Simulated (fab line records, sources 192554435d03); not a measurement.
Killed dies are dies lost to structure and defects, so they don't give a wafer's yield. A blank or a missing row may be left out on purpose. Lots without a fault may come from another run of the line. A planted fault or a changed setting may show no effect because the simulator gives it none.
fab line records | flow n5_finfet
record lots=4 wafers=12 last_day=19
route steps=1938 shown BEOL_M4@1099 BEOL_M5@1112 PASSIVATION@1910
lots that met no fault: from a run of the same line without faults
start_h: hours from the record's first day to the start of the lot's first wafer shown | wait_h: hours since the lot's step before | " the same as in the row above | L1.1+2: a row that stands for several wafers | - no value, or no start given | * or withheld: withheld | < > ~ a bound
route shown NAME@n: a module of which the file shows steps, and the number in the route of the first | usual: mean/standard deviation of fault-free wafers | same: alike in all rows | chamber/n: place in a boat | sites: the reading at each site | _std_site: their standard deviation | _edge_site: outer sites' mean less inner sites' | radius_mm: how far each site lies from the wafer's centre | mask NAME#n: copy n | behind: the tool/chamber that last shaped the wafer | hold: why the lot was held/for how many hours/how that ended | device: the transistor (n, p or np) that didn't switch | end of line: the same wafers' tests at the end of the route | a step without rows: its recipe alone | killed: dies lost to structure and defects at the first sort, not the wafer's yield | map: a wafer's dies, x killed, . not, _ none there
set.NAME: the setting as run; set.NAME@STEP: as run at that earlier step | model.NAME: the simulator's own value behind a step, which no gauge read
lots at some steps of the route; a table a step, a row a wafer
services: from which hour (start_h, from the record's first day; less than 0 if before it) a tool's chamber was out of use, for how many hours, and why
## steps
# step N5_BEOL_M4_ANNEAL_95
# recipe temp_c=400 time_s=240 ambient=vacuum
# step N5_BEOL_M4_SPUTTER_96
# recipe material=Cu target_thk_a=45 temp_c=-20 chamber_pressure_pa=0.07 power_w=withheld time_s=8.29
# step N5_BEOL_M4_ECD_50
# recipe material=Cu target_thk_a=3000
# step N5_BEOL_M4_ANNEAL_51
# recipe temp_c=225 time_s=90 ambient=N2
# step N5_BEOL_M4_CMP_52
# recipe stop_on=SiOC t_overpolish_s=6.8 down_force_psi=1 platen_rpm=50 clearing_platen_down_force_psi=1.5 clearing_platen_rpm=50 post_cmp_clean=cu_alkaline target_thk_nm=40 clearing_platen_pad_velocity_m_s=0.99484 pad_velocity_m_s=0.99484
# step N5_BEOL_M4_PRE_CLEAN_60
# recipe gas=NH3/H2 time_s=15 temp_c=* rf_power_w=300
# step N5_BEOL_M4_CO_CAP_55
# recipe material=Co target_thk_a=20 temp_c=200 precursor=CCTBA/H2 pressure_torr=30 time_s=102.1
# step N5_BEOL_M4_PRE_CLEAN_56
# recipe gas=NH3 time_s=15 temp_c=withheld rf_power_w=300
# step N5_BEOL_M4_DEP_57
# recipe material=SiCN target_thk_a=80 temp_c=withheld precursor=3MS/NH3 pressure_torr=3 rf_w=202 time_s=14
# step N5_BEOL_M4_RC_MEAS_101
# usual DIBL_N=36.8/1.9 DIBL_P=36.5/2.1 IOFF_N=0.17/0.038 IOFF_P=0.22/0.039 ION_N=675/12 ION_P=463/7.4 SS_N=71.6/0.71 SS_P=73.4/0.72 VT_N=249/3.3 VT_P=-250/3.3
# columns lot.wafer tool chamber start_h wait_h DIBL_N[mV/V] DIBL_P[mV/V] IOFF_N[nA/um] IOFF_P[nA/um] ION_N[uA/um] ION_P[uA/um] SS_N[mV/dec] SS_P[mV/dec] VT_N[mV] VT_P[mV]
L833.1 prober-02 0 194.75 0.0 37.4 37.4 0.18 0.26 677 465 71.4 73.9 246 -246
L833.2 " 0 " " 35.9 36.1 0.14 0.22 671 466 71.0 73.4 252 -248
L833.6 " 0 " " 37.5 37.3 0.17 0.25 679 466 71.7 73.8 248 -249
L844.1 prober-01 0 282.44 0.0 38.4 37.4 0.18 0.23 699 476 71.0 73.7 247 -249
L844.5 " 0 " " 36.6 34.0 0.14 0.18 656 452 71.7 73.0 249 -255
L844.6 " 0 " " 38.3 37.5 0.18 0.23 696 476 71.2 74.4 246 -248
L845.2 prober-01 0 287.51 0.2 37.9 39.1 0.21 0.31 693 478 72.1 74.1 244 -241
L845.4 " 0 " " 35.5 34.7 0.15 0.23 690 477 71.1 73.3 251 -248
L845.6 " 0 " " 36.0 36.2 0.16 0.25 680 475 71.1 73.6 247 -245
L853.1 prober-02 0 337.64 0.0 35.7 33.8 0.14 0.19 671 458 72.0 73.0 251 -251
L853.4 " 0 " " 39.4 38.3 0.20 0.26 665 459 73.5 74.1 249 -246
L853.6 " 0 " " 39.8 39.2 0.23 0.26 689 464 71.8 74.6 246 -246
# step N5_BEOL_M5_ILD_DEP_00
# recipe material=SiCOH_lowk target_thk_a=1406.4 temp_c=300 precursor=DEMS/porogen pressure_torr=5 rf_w=500 time_s=25.9
# step N5_BEOL_M5_CURE_79
# recipe temp_c=385 time_s=240 ambient=He/Ar material=SiCOH_lowk
# step N5_BEOL_M5_PECVD_70
# recipe material=SiO2 target_thk_a=160 temp_c=400 precursor=TEOS/O2 pressure_torr=5.5 rf_w=450 teos_flow_sccm=53.8 gas=O2 flow_sccm=3000 time_s=18
# step N5_BEOL_M5_HM_DEP_02
# recipe material=TiN target_thk_a=200 temp_c=25 chamber_pressure_pa=0.49996
# step N5_BEOL_M5_COAT_59
# recipe resist=SOC temp_c=250 time_s=60 spin_rpm=1500 resist_thk_nm=60
# step N5_BEOL_M5_COAT_60
# recipe resist=SiARC temp_c=220 time_s=60 spin_rpm=1500 resist_thk_nm=12
# step N5_BEOL_M5_COAT_71
# recipe resist=underlayer temp_c=205 time_s=60 spin_rpm=1500 resist_thk_nm=5
# step N5_BEOL_M5_COAT_05
# recipe resist=CAR-EUV spin_rpm=1500 resist_thk_nm=30
# step N5_BEOL_M5_EBR_07
# recipe solvent=PGMEA ebr_width_mm=1.5
# step N5_BEOL_M5_SOFTBAKE_06
# recipe temp_c=110 time_s=60 resist=CAR-EUV
# step N5_BEOL_M5_EXPOSE_08
# recipe mask_id=M5 na=0.33 source_shape=annular sigma_inner=0.4 sigma_outer=0.8 polarization=unpolarized target_cd_nm=28 dose_mj=35.75
# step N5_BEOL_M5_PEB_09
# recipe peb_temp_c=100 peb_time_s=60 resist=CAR-EUV
# step N5_BEOL_M5_DEVELOP_10
# recipe develop_time_s=30 developer=TMAH resist=CAR-EUV rinse_liquid=surfactant_rinse dry=air_spin dev_temp_c=23
# step N5_BEOL_M5_DESCUM_16
# recipe chemistry=O2 time_s=7 source_power_w=50 bias_power_w=20 pressure_mtorr=20 rf_frequency_hz=2.712e+07 temp_c=40 resist=CAR-EUV o2_flow_sccm=225
# step N5_BEOL_M5_ETCH_72
# recipe chemistry=N2/H2 target=underlayer target_depth_a=65 mask_material=CAR-EUV time_s=5.2 ion_energy_ev=200 pressure_mtorr=30 source_w=840 bias_w=150 n2_flow_sccm=200 h2_flow_sccm=200 ends=cleared
# step N5_BEOL_M5_ETCH_61
# recipe chemistry=CF4 target=SiARC target_depth_a=156 mask_material=CAR-EUV time_s=26 ion_energy_ev=80 pressure_mtorr=40 source_w=545 bias_w=36 Ar_flow_sccm=100 cf4_flow_sccm=100 ends=cleared
# step N5_BEOL_M5_ETCH_62
# recipe chemistry=N2/H2 target=SOC target_depth_a=750 overetch_a=150 mask_material=SiARC temp_c=40 time_s=112.5 ion_energy_ev=200 pressure_mtorr=30 source_w=840 bias_w=150 n2_flow_sccm=200 h2_flow_sccm=200
# step N5_BEOL_M5_STRIP_63
# recipe chemistry=N2/H2 temp_c=40 n2_flow_sccm=200 h2_flow_sccm=200 rf_frequency_hz=6e+07
# step N5_BEOL_M5_STRIP_73
# recipe chemistry=N2/H2 temp_c=40 n2_flow_sccm=200 h2_flow_sccm=200 rf_frequency_hz=6e+07
# step N5_BEOL_M5_STRIP_64
# recipe chemistry=CF4 resist=SiARC power_w=300 bias_power_w=75 pressure_mtorr=50 cf4_flow_sccm=150 rf_frequency_hz=6e+07
# step N5_BEOL_M5_HM_OPEN_17
# recipe chemistry=Cl2/BCl3 target_depth_a=200 overetch_a=60 target=TiN mask_material=SOC ion_energy_ev=150 pressure_mtorr=10 icp_w=1000 bias_w=126 Cl2_flow_sccm=53.25 bcl3_flow_sccm=21.75 Ar_flow_sccm=25
# step N5_BEOL_M5_STRIP_19
# recipe chemistry=O2 power_w=400 temp_c=40 pressure_mtorr=30 rf_frequency_hz=6e+07 bias_power_w=0 overash_fraction=0.2 o2_flow_sccm=225
# step N5_BEOL_M5_COAT_65
# recipe resist=SOC temp_c=250 time_s=60 spin_rpm=1500 resist_thk_nm=60
# step N5_BEOL_M5_COAT_66
# recipe resist=SiARC temp_c=220 time_s=60 spin_rpm=1500 resist_thk_nm=12
# step N5_PASSIVATION_ETCH_59
# recipe chemistry=Cl2/BCl3 target=TaN target_depth_a=650 time_s=34.9 ion_energy_ev=100 pressure_mtorr=10 icp_w=900 bias_w=100 Cl2_flow_sccm=60 bcl3_flow_sccm=30
# usual chamber_pressure_mTorr=10.001/0.0086 drypump_motor_current_A=5.9/0.64 oes_product_au=0.83/0.081 throttle_valve_pct=21.1/0.4
# columns lot.wafer tool chamber start_h wait_h chamber_pressure_mTorr drypump_motor_current_A oes_product_au rf_hours_counter_h throttle_valve_pct model.etch.depth_nm
L833.1 rie_metal-03 0 311.16 0.3 10.013 6.7 0.85 18 20.5 65.42
L833.2 " 1 " " 9.999 5.3 0.92 10 21.3 66.44
L833.6 " 0 " " 10.008 6.7 0.85 - 20.5 65.19
L844.1 rie_metal-03 1 384.38 0.3 9.996 5.3 0.67 18 21.8 44.71
L844.5 " 0 " " 9.999 6.8 0.83 - 20.5 65.97
L844.6 " 1 " " 9.996 5.3 0.68 - 21.8 44.2
L845.2 rie_metal-03 1 387.58 0.3 9.988 5.3 0.66 18 21.8 43.52
L845.4 " 1 " " 10.029 5.3 0.67 - 21.8 44.01
L845.6 " 0 " " 9.997 6.7 0.81 - 20.5 65.52
L853.1 rie_metal-01 1 450.98 0.3 10.010 5.4 0.78 40 21.3 64.36
L853.4 " 1 " " 9.992 5.4 0.78 - 21.3 64.19
L853.6 " 1 " " 9.998 5.4 0.78 - 21.3 64.03
# step N5_PASSIVATION_PROBE_49
# usual defect_limited_yield=91.3/1.4 killed_at_M0_to_M3=33/11 killed_at_M4_up=15/6.2 killed_at_contacts=13/6.5 killed_at_front_end=38/11 killed_at_other=3.4/2.6 killed_dies=102/17 killed_on_rim=13/4.1 killed_open=67/12 killed_short=34/7.9 sort_bin_5_function=5.1/0.88 sort_bin_6_memory=3.3/0.65 sort_n_pass=1078/17 sort_yield_pct=91.3/1.4
# same gross_dies=1180 killed_at_back_side=0 sort_bin_4_leakage[%]=0 sort_bin_8_speed[%]=0
# columns lot.wafer tool chamber start_h wait_h defect_limited_yield[%] killed_at_M0_to_M3 killed_at_M4_up killed_at_contacts killed_at_front_end killed_at_other killed_dies killed_on_rim killed_open killed_short sort_bin_5_function[%] sort_bin_6_memory[%] sort_n_pass sort_yield_pct[%]
L844.1 prober-02 - 388.84 0.0 0 39 11 6 19 1105 1180 152 52 25 97.5 2.4 0 0
L844.5 prober-02 - 389.04 0.2 94.2 17 9 13 24 5 68 7 43 25 3.6 1.9 1112 94.2
L844.6 prober-02 - 389.09 0.3 0 20 13 10 23 1114 1180 152 45 23 97.5 2.5 0 0
L845.2 prober-01 - 391.92 0.1 0 31 15 8 43 1083 1180 152 67 30 96.9 2.9 0 0
L845.4 prober-01 - 392.02 0.2 0 19 10 8 41 1102 1180 152 47 31 97.6 2.2 0 0
L845.6 prober-01 - 392.12 0.3 93.9 23 15 8 22 4 72 9 55 17 3.9 2.1 1108 93.9
L853.1 prober-01 - 455.29 0.0 89.4 45 20 11 44 5 125 11 87 37 6.1 4.3 1055 89.4
L853.4 prober-01 - 455.44 0.2 89.9 36 30 8 41 4 119 18 94 25 5.9 4.1 1061 89.9
L853.6 prober-01 - 455.54 0.3 87.7 38 29 19 55 4 145 18 86 59 7.4 4.1 1035 87.7
# killed by level:class
L844.1 PASSIVATION:area_etch=1101 BEOL_M1:geometric_particle:open=11 BEOL_M2:geometric_particle:open=8 FIN_SAQP:geometric_particle:open=5 BEOL_M0_SAQP:geometric_particle:open=5 BEOL_M0_SAQP:geometric_particle:short=5 BEOL_M3:geometric_particle:short=4 STI_FIN_REVEAL:geometric_particle:open=3
L844.5 FIN_SAQP:geometric_particle:open=8 MOL_CONTACT_COAG:geometric_particle:open=8 MOL_CONTACT_COAG:geometric_particle:short=5 BEOL_M5:geometric_particle:short=5 BEOL_M0_SAQP:geometric_particle:open=4 STARTING-WAFER:geometric_particle:open=4 BEOL_M0_SAQP:geometric_particle:short=3 BEOL_M1:geometric_particle:open=3
L844.6 PASSIVATION:area_etch=1111 MOL_CONTACT_COAG:geometric_particle:open=7 FIN_SAQP:geometric_particle:open=4 BEOL_M1:geometric_particle:open=4 BEOL_M6:geometric_particle:open=4 STARTING-WAFER:geometric_particle:short=4 STARTING-WAFER:geometric_particle:open=4 GATE_CUT:geometric_particle:short=3
L845.2 PASSIVATION:area_etch=1082 STI_FIN_REVEAL:geometric_particle:open=11 FIN_SAQP:geometric_particle:short=7 GATE_CUT:geometric_particle:short=7 MOL_CONTACT_COAG:geometric_particle:open=7 FIN_SAQP:geometric_particle:open=6 BEOL_M0_SAQP:geometric_particle:open=6 BEOL_M1:geometric_particle:open=6
L845.4 PASSIVATION:area_etch=1101 GATE_CUT:geometric_particle:short=11 BEOL_M3:geometric_particle:open=6 MOL_CONTACT_COAG:geometric_particle:open=6 STI_FIN_REVEAL:geometric_particle:open=5 BEOL_M4:geometric_particle:open=5 FIN_SAQP:geometric_particle:short=4 ILD0:geometric_particle:short=4
L845.6 MOL_CONTACT_COAG:geometric_particle:open=8 BEOL_M4:geometric_particle:open=7 BEOL_M0_SAQP:geometric_particle:open=6 BEOL_M1:geometric_particle:open=6 STI_FIN_REVEAL:geometric_particle:open=5 BEOL_M5:geometric_particle:open=4 FIN_SAQP:geometric_particle:short=3 BEOL_M0_SAQP:geometric_particle:short=3
L853.1 FIN_SAQP:geometric_particle:open=16 BEOL_M3:geometric_particle:open=14 BEOL_M4:geometric_particle:open=11 BEOL_M2:geometric_particle:open=10 MOL_CONTACT_COAG:geometric_particle:open=9 FIN_SAQP:geometric_particle:short=6 STI_FIN_REVEAL:geometric_particle:open=6 BEOL_M0_SAQP:geometric_particle:open=6
L853.4 BEOL_M4:geometric_particle:open=20 BEOL_M2:geometric_particle:open=11 FIN_SAQP:geometric_particle:open=9 BEOL_M1:geometric_particle:open=9 MOL_CONTACT_COAG:geometric_particle:open=8 STI_FIN_REVEAL:geometric_particle:open=6 DUMMY_GATE:geometric_particle:open=6 FIN_SAQP:geometric_particle:short=5
L853.6 BEOL_M4:geometric_particle:open=18 GATE_CUT:geometric_particle:short=14 MOL_CONTACT_COAG:geometric_particle:open=11 BEOL_M1:geometric_particle:short=9 FIN_SAQP:geometric_particle:short=8 MOL_CONTACT_COAG:geometric_particle:short=8 BEOL_M3:geometric_particle:open=8 BEOL_M0_SAQP:geometric_particle:open=7
# map L844.1 (x killed, . not)
_________________xxxxxxxxxxxx________________
______________xxxxxxxxxxxxxxxxxx_____________
___________xxxxxxxxxxxxxxxxxxxxxxxx__________
__________xxxxxxxxxxxxxxxxxxxxxxxxxx_________
________xxxxxxxxxxxxxxxxxxxxxxxxxxxxxx_______
_______xxxxxxxxxxxxxxxxxxxxxxxxxxxxxxxx______
______xxxxxxxxxxxxxxxxxxxxxxxxxxxxxxxxxx_____
_____xxxxxxxxxxxxxxxxxxxxxxxxxxxxxxxxxxxx____
____xxxxxxxxxxxxxxxxxxxxxxxxxxxxxxxxxxxxxx___
___xxxxxxxxxxxxxxxxxxxxxxxxxxxxxxxxxxxxxxxx__
___xxxxxxxxxxxxxxxxxxxxxxxxxxxxxxxxxxxxxxxx__
__xxxxxxxxxxxxxxxxxxxxxxxxxxxxxxxxxxxxxxxxxx_
__xxxxxxxxxxxxxxxxxxxxxxxxxxxxxxxxxxxxxxxxxx_
_xxxxxxxxxxxxxxxxxxxxxxxxxxxxxxxxxxxxxxxxxxxx
_xxxxxxxxxxxxxxxxxxxxxxxxxxxxxxxxxxxxxxxxxxxx
_xxxxxxxxxxxxxxxxxxxxxxxxxxxxxxxxxxxxxxxxxxxx
_xxxxxxxxxxxxxxxxxxxxxxxxxxxxxxxxxxxxxxxxxxxx
_xxxxxxxxxxxxxxxxxxxxxxxxxxxxxxxxxxxxxxxxxxxx
_xxxxxxxxxxxxxxxxxxxxxxxxxxxxxxxxxxxxxxxxxxxx
_xxxxxxxxxxxxxxxxxxxxxxxxxxxxxxxxxxxxxxxxxxxx
_xxxxxxxxxxxxxxxxxxxxxxxxxxxxxxxxxxxxxxxxxxxx
__xxxxxxxxxxxxxxxxxxxxxxxxxxxxxxxxxxxxxxxxxx_
__xxxxxxxxxxxxxxxxxxxxxxxxxxxxxxxxxxxxxxxxxx_
___xxxxxxxxxxxxxxxxxxxxxxxxxxxxxxxxxxxxxxxx__
___xxxxxxxxxxxxxxxxxxxxxxxxxxxxxxxxxxxxxxxx__
____xxxxxxxxxxxxxxxxxxxxxxxxxxxxxxxxxxxxxx___
_____xxxxxxxxxxxxxxxxxxxxxxxxxxxxxxxxxxxx____
______xxxxxxxxxxxxxxxxxxxxxxxxxxxxxxxxxx_____
_______xxxxxxxxxxxxxxxxxxxxxxxxxxxxxxxx______
________xxxxxxxxxxxxxxxxxxxxxxxxxxxxxx_______
__________xxxxxxxxxxxxxxxxxxxxxxxxxx_________
___________xxxxxxxxxxxxxxxxxxxxxxxx__________
______________xxxxxxxxxxxxxxxxxx_____________
_________________xxxxxxxxxxxx________________
# map L845.2 (x killed, . not)
_________________xxxxxxxxxxxx________________
______________xxxxxxxxxxxxxxxxxx_____________
___________xxxxxxxxxxxxxxxxxxxxxxxx__________
__________xxxxxxxxxxxxxxxxxxxxxxxxxx_________
________xxxxxxxxxxxxxxxxxxxxxxxxxxxxxx_______
_______xxxxxxxxxxxxxxxxxxxxxxxxxxxxxxxx______
______xxxxxxxxxxxxxxxxxxxxxxxxxxxxxxxxxx_____
_____xxxxxxxxxxxxxxxxxxxxxxxxxxxxxxxxxxxx____
____xxxxxxxxxxxxxxxxxxxxxxxxxxxxxxxxxxxxxx___
___xxxxxxxxxxxxxxxxxxxxxxxxxxxxxxxxxxxxxxxx__
___xxxxxxxxxxxxxxxxxxxxxxxxxxxxxxxxxxxxxxxx__
__xxxxxxxxxxxxxxxxxxxxxxxxxxxxxxxxxxxxxxxxxx_
__xxxxxxxxxxxxxxxxxxxxxxxxxxxxxxxxxxxxxxxxxx_
_xxxxxxxxxxxxxxxxxxxxxxxxxxxxxxxxxxxxxxxxxxxx
_xxxxxxxxxxxxxxxxxxxxxxxxxxxxxxxxxxxxxxxxxxxx
_xxxxxxxxxxxxxxxxxxxxxxxxxxxxxxxxxxxxxxxxxxxx
_xxxxxxxxxxxxxxxxxxxxxxxxxxxxxxxxxxxxxxxxxxxx
_xxxxxxxxxxxxxxxxxxxxxxxxxxxxxxxxxxxxxxxxxxxx
_xxxxxxxxxxxxxxxxxxxxxxxxxxxxxxxxxxxxxxxxxxxx
_xxxxxxxxxxxxxxxxxxxxxxxxxxxxxxxxxxxxxxxxxxxx
_xxxxxxxxxxxxxxxxxxxxxxxxxxxxxxxxxxxxxxxxxxxx
__xxxxxxxxxxxxxxxxxxxxxxxxxxxxxxxxxxxxxxxxxx_
__xxxxxxxxxxxxxxxxxxxxxxxxxxxxxxxxxxxxxxxxxx_
___xxxxxxxxxxxxxxxxxxxxxxxxxxxxxxxxxxxxxxxx__
___xxxxxxxxxxxxxxxxxxxxxxxxxxxxxxxxxxxxxxxx__
____xxxxxxxxxxxxxxxxxxxxxxxxxxxxxxxxxxxxxx___
_____xxxxxxxxxxxxxxxxxxxxxxxxxxxxxxxxxxxx____
______xxxxxxxxxxxxxxxxxxxxxxxxxxxxxxxxxx_____
_______xxxxxxxxxxxxxxxxxxxxxxxxxxxxxxxx______
________xxxxxxxxxxxxxxxxxxxxxxxxxxxxxx_______
__________xxxxxxxxxxxxxxxxxxxxxxxxxx_________
___________xxxxxxxxxxxxxxxxxxxxxxxx__________
______________xxxxxxxxxxxxxxxxxx_____________
_________________xxxxxxxxxxxx________________
## services
# columns tool chamber start_h hours kind
rie_metal-01 - 305.91 15.6 pm
rie_metal-01 - 340.07 2.8 pm
rie_metal-01 0 383.18 - clean
rie_metal-01 0 383.18 12.4 scheduled_down
rie_metal-01 0 383.18 12.4 vent_cycle
rie_metal-01 0 397.93 7.1 repair
## key
first_sign step=N5_PASSIVATION_ETCH_59 reading=oes_product_au direction=down sigmas=2 usual=0.83 struck=0.67
effect step=N5_PASSIVATION_ETCH_59 reading=throttle_valve_pct direction=up sigmas=1.8 usual=* struck=*
effect step=N5_PASSIVATION_PROBE_49 reading=killed_at_other direction=up sigmas=99+ usual=3.4 struck=1101
model_effect step=N5_PASSIVATION_ETCH_59 value=etch.depth_nm without=66.17 struck=44.11
more_kills_born_at N5_PASSIVATION_ETCH_59@rie_metal-03=4395
met_at N5_PASSIVATION_ETCH_59
struck_wafers L844.1,L844.6,L845.2,L845.4
later_rows_left_out L844.1,L844.6,L845.2,L845.4
onset_between 311.16 384.38
fault kind=process_parameter_drift tool=rie_metal-03 chamber=1 onset_h=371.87 steps=N5_PASSIVATION_ETCH_59 channel=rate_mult offset=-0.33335 shape=step end_h=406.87
# later_rows_left_out: the simulator's readings of these wafers behind a module that went badly wrong aren't trusted and aren't shown, but for the sort
